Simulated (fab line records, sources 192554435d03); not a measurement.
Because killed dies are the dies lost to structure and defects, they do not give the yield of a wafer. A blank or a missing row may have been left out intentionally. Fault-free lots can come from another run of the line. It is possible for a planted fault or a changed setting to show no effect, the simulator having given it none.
Chamber matching | flow n5 finfet | 4 sister chambers for N5_BEOL_M9_VIA_ETCH_34 on rie diel-04
The step etches SiCOH lowk in C4F6/O2, target depth 182.4 nm, time 68.4 s. 4 wafers are shown with their chamber, then 8 later ones without.

WAFERS, EACH WITH ITS CHAMBER
wafer  | chamber | rf vpp V (V)
L083.1 | 0       | 677
L084.1 | 2       | 641
L084.4 | 1       | 641
L094.1 | 3       | 645

WAFERS MISSING THEIR CHAMBER
wafer  | rf vpp V (V)
L094.2 | 643
L094.6 | 643
L092.1 | 643
L092.3 | 642
L092.6 | 641
L095.1 | 642
L095.5 | 673
L095.6 | 641

EACH ONE'S CHAMBER
wafer  | from the rows above          | in truth
L094.2 | can't be placed: 1 or 2 or 3 | 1
L094.6 | can't be placed: 1 or 2 or 3 | 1
L092.1 | can't be placed: 1 or 2 or 3 | 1
L092.3 | can't be placed: 1 or 2 or 3 | 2
L092.6 | can't be placed: 1 or 2      | 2
L095.1 | can't be placed: 1 or 2 or 3 | 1
L095.5 | 0                            | 0
L095.6 | can't be placed: 1 or 2      | 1
Correct placement for 1 of the 8. From these rows, 7 cannot be placed; in 7 the true chamber is one of the candidates. Wrongly placed: 0.
How it was worked out, from the rows above alone: a wafer's distance from a chamber is the root of the sum, over the readings, of the square of ((its reading less the chamber's mean) divided by the reading's scatter). If the next closest chamber is less than 2 further off than the closest, the wafer can't be placed; otherwise it belongs to the closest. Each chamber's mean is taken over the wafers shown for it. The scatter (one wafer shown for each chamber): square how far every hidden wafer sits from the nearest shown wafer, average those squares and take the square root.
